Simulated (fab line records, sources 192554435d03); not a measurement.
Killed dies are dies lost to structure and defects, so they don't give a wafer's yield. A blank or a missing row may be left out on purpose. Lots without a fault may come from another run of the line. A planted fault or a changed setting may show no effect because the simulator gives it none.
A struck lot beside a sound one | flow n5_finfet | 13 steps out of a route of 1938
Sound: wafers L586.1, L586.2, L586.4. Struck: wafer L578.2. (L578.3, L578.6 of the same lot were not struck and are left out.) The cause comes at the end.
At each step with rows: each side's tool, then ch and its chambers, then its first start. Under that, the readings that differ: sound wafers | struck wafers | difference of the means | sigmas: that difference in standard deviations of wafers without a fault.
alike: readings whose means differ by less than 2 such deviations, and words and numbers that are the same on both sides. not compared: withheld readings, readings that some wafer has no value for, bounds like >300 that may hide the same value, and numbers for which the record gives no deviation and whose values overlap.
The two part at a step that has a row with sigmas, a row that says differs or no value, or rows on one side only. Numbers that don't overlap but have no deviation are shown without sigmas and don't part them. A reading that every wafer of one side lacks parts them only if that side has two wafers or more.

first, 9 steps without rows for these wafers: N5_BEOL_M4_PEB_09 (peb time 60 s); N5_BEOL_M4_DEVELOP_10 (develop time 30 s); N5_BEOL_M4_DESCUM_16 (chemistry O2, time 7 s); N5_BEOL_M4_ETCH_74 (etches underlayer in N2/H2, target depth 6.5 nm, time 5.2 s); N5_BEOL_M4_ETCH_63 (etches SiARC in CF4, target depth 15.6 nm, time 26 s); N5_BEOL_M4_ETCH_64 (etches SOC in N2/H2, target depth 75 nm, overetch 22.5 nm, time 121.9 s); N5_BEOL_M4_STRIP_65 (strips in N2/H2); N5_BEOL_M4_STRIP_75 (strips in N2/H2); N5_BEOL_M4_STRIP_66 (strips in CF4).
N5_BEOL_M4_HM_OPEN_17: chemistry Cl2/BCl3, target TiN, target depth 20 nm, overetch 6 nm.
  sound on rie_metal-02 ch 0,1, day 13 04:14; struck on rie_metal-01 ch 0, day 10 15:41
  reading                                  | sound          | struck | difference | sigmas
  drypump_motor_current_A (A)              | 5.29 5.50 5.50 | 5.91   | +0.48      | +2
  model.SOC_of_BEOL_M4_COAT_61.thk_nm (nm) | 51.6 52.2 52   | 50     | -2         |
  alike: chamber_pressure_mTorr, oes_product_au, throttle_valve_pct
  not compared: rf_hours_counter_h
then, 1 step without rows for these wafers: N5_BEOL_M4_STRIP_19 (strips in O2).
N5_BEOL_M4_RC_MEAS_101:
  sound on prober-01 ch 0, day 13 17:08; struck on prober-01 ch 0, day 10 23:34
  reading       | sound          | struck | difference | sigmas
  ION_P (uA/um) | 462 453 488    | 444    | -24        | -2
  VT_N (mV)     | 250 252 240    | 256    | +9         | +2
  VT_P (mV)     | -249 -251 -244 | -258   | -10        | -2
  alike: DIBL_N, DIBL_P, IOFF_N, IOFF_P, ION_N, SS_N, SS_P
then, 1 step without rows for these wafers: N5_PASSIVATION_PROBE_49.

WHERE THEY PART
First at N5_BEOL_M4_HM_OPEN_17; last, within this record, at N5_BEOL_M4_RC_MEAS_101.

WHY: what the simulator had put in
Process parameter drift: rie_metal-01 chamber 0, from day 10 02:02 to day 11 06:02, at N5_BEOL_M4_HM_OPEN_17. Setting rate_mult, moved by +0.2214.
